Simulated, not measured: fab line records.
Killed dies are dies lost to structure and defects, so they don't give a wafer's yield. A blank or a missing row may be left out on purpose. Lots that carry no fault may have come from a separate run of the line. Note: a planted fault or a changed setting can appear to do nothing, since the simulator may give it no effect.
Split-lot study    flow n5_finfet    7 lots, 39 wafers read, on a route of 1938 steps

## THE SPLIT ITSELF
At N5_SDB_HM_DEP_00 (deposits SiNx from SiH4/NH3/N2, target thk 40 nm, time 35.3 s), the setting time_s was moved away from the recipe's 35.3 s on 12 of the 39 wafers read, by -30.4% to +23.6%. The other wafers ran this setting at the recipe's value.

## FROM THE SPLIT TO THE READING: what the file shows between them, 10 steps
- N5_SDB_COAT_03: time 60 s, resist thk 100 nm
- N5_SDB_COAT_04: time 60 s, resist thk 18 nm
- N5_SDB_STRIP_19: strips in N2/H2
- N5_SDB_STRIP_21: strips in CF4
- N5_SDB_HM_OPEN_20: chemistry CH3F/O2, target SiNx, stops on poly-Si, target depth 24 nm
- N5_SDB_STRIP_22: strips in N2/H2
- N5_SDB_PRECLEAN_23: cleans in dHF, time 30 s
- N5_SDB_DUMMY_REMOVE_24: chemistry TMAH, target poly-Si, stops on SiO2, target depth 142 nm, time 57 s, rinse time 30 s
- N5_SDB_ETCH_25: etches SiO2 in C4F6/O2, target depth 10 nm, time 3.3 s
- N5_SDB_CUT_ETCH_26: etches Si in HBr/Cl2/O2, target depth 129.6 nm, bt time 20 s, time 51.8 s

## THE READING
SiNx_of_SDB_HM_DEP_00.thk_nm (the simulator's own value, which no gauge read), in nm, at N5_SDB_PRECLEAN_38 (cleans in dHF, time 10 s). No usual value for it is given in the file. The 27 wafers here that ran the recipe average 21.5 nm, standard deviation 0.86 nm.

wafer   tool, chamber at the split  time_s as run, s  against the recipe  SiNx_of_SDB_HM_DEP_00.thk_nm, nm  against lot-mates on the recipe
L078.1  pecvd-04, 2                 35.3              recipe              21.4                              -
L078.2  pecvd-04, 0                 35.3              recipe              21.2                              -
L078.3  pecvd-04, 1                 43.62             +23.6%              31.6                              +10.1
L078.4  pecvd-04, 0                 35.3              recipe              22                                -
L078.5  pecvd-04, 2                 43.62             +23.6%              31.8                              +10.3
L078.6  pecvd-04, 1                 43.62             +23.6%              32.6                              +11.1
L083.1  pecvd-04, 1                 26.61             -24.6%              10.4                              -10.0
L083.2  pecvd-04, 2                 35.3              recipe              20                                -
L083.3  pecvd-04, 0                 35.3              recipe              20.2                              -
L083.4  pecvd-04, 1                 35.3              recipe              21                                -
L083.5  pecvd-04, 0,2               26.61             -24.6%              10.8                              -9.6
L083.6  pecvd-04, 0,2               26.61             -24.6%              10.6                              -9.8
L084.1  pecvd-04, 0                 24.57             -30.4%              9.4                               -12.0
L084.2  pecvd-04, 2                 24.57             -30.4%              10                                -11.4
L084.3  pecvd-04, 1                 35.3              recipe              21.6                              -
L084.4  pecvd-04, 0                 35.3              recipe              20.8                              -
L084.5  pecvd-04, 1                 24.57             -30.4%              10.6                              -10.8
L084.6  pecvd-04, 2                 35.3              recipe              21.8                              -
L090.1  pecvd-03, 1                 35.3              recipe              22                                -
L090.3  pecvd-03, 0                 35.3              recipe              22.2                              -
L090.5  pecvd-03, 2                 35.3              recipe              22.4                              -
L095.1  pecvd-02, 1                 35.3              recipe              21.6                              -
L095.2  pecvd-02, 0,2,1             35.3              recipe              22.4                              -
L095.3  pecvd-02, 0,2,1             35.3              recipe              22.6                              -
L095.5  pecvd-02, 0,2,1             35.3              recipe              22.6                              -
L095.4  pecvd-02, 0,2               35.3              recipe              23.2                              -
L095.6  pecvd-02, 0,2               35.3              recipe              23.2                              -
L096.1  pecvd-02, 1                 35.3              recipe              20.4                              -
L096.2  pecvd-02, 2                 28.05             -20.5%              13.6                              -7.4
L096.3  pecvd-02, 0                 28.05             -20.5%              13.4                              -7.6
L096.4  pecvd-02, 0                 28.05             -20.5%              13.8                              -7.2
L096.5  pecvd-02, 1                 35.3              recipe              20.6                              -
L096.6  pecvd-02, 2                 35.3              recipe              22                                -
L097.1  pecvd-04, 0                 35.3              recipe              21.2                              -
L097.2  pecvd-04, 1                 35.3              recipe              21.2                              -
L097.3  pecvd-04, 2                 35.3              recipe              20.4                              -
L097.4  pecvd-04, 2                 35.3              recipe              21.6                              -
L097.5  pecvd-04, 0                 35.3              recipe              20.6                              -
L097.6  pecvd-04, 1                 35.3              recipe              21.4                              -
When a row names more than one chamber, that row covers several wafers, and the file does not tell which wafer ran in which chamber.

THE FIT
A straight line over all 39 wafers: SiNx_of_SDB_HM_DEP_00.thk_nm changes by +0.413 nm for each +1% of time_s; r = +0.99; the points scatter about the line by 0.88 nm.
The same after taking each lot's own level away (the mean of its wafers on the recipe; 39 wafers): +0.397 nm for each +1%; r = +0.99; scatter 0.58 nm.
The reading moves by 12 nm for the largest change in time_s, on that fit.
The span of the lots' own levels, 20.40 to 22.60 nm, comes to 2.5 times the standard deviation stated above.
The two slopes are in agreement: the lot-to-lot level therefore moves the slope only a little.
Check: -11.9 nm against its lot-mates is what the line predicts for one of the wafers moved furthest among these (-30.4%) when that wafer is left out of the fit. Against them it came out at -12 nm.

## ADDITIONAL SPLITS CARRIED BY THESE WAFERS
These wafers also went through other splits before the reading. Each is held against what the fit with the lots' levels taken away leaves over:
other split on the same wafers                wafers away from the commonest value  r with SiNx_of_SDB_HM_DEP_00.thk_nm (lot level and that fit taken away)
N5_FIN_SAQP_ALD_61 ald_cycles                 18                                    -0.15
N5_STI_FIN_REVEAL_ETCHBACK_08 target_depth_a  9                                     +0.09

## THE WHOLE CHAIN: every reading that the file lists as answering this split, in the file's order
step                what it does                                                               reading                                                                        change (the file's fit)                r (the file's)
N5_SDB_HM_DEP_00    deposits SiNx from SiH4/NH3/N2, target thk 40 nm, time 35.3 s              SiNx_of_SDB_HM_DEP_00.thk_nm (the simulator's own value, which no gauge read)  +0.407 nm for each +1% of the setting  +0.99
N5_SDB_HM_OPEN_20   chemistry CH3F/O2, target SiNx, stops on poly-Si, target depth 24 nm       etch.depth_nm (the simulator's own value, which no gauge read)                 +0.399 nm for each +1% of the setting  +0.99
N5_SDB_CUT_ETCH_26  etches Si in HBr/Cl2/O2, target depth 129.6 nm, bt time 20 s, time 51.8 s  SiNx_of_SDB_HM_DEP_00.thk_nm (the simulator's own value, which no gauge read)  +0.396 nm for each +1% of the setting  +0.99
N5_SDB_PRECLEAN_38  cleans in dHF, time 10 s                                                   SiNx_of_SDB_HM_DEP_00.thk_nm (the simulator's own value, which no gauge read)  +0.393 nm for each +1% of the setting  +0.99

## THE FILE'S OWN FIT
SiNx_of_SDB_HM_DEP_00.thk_nm changes by +0.393 nm for each +1% of time_s, r = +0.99.
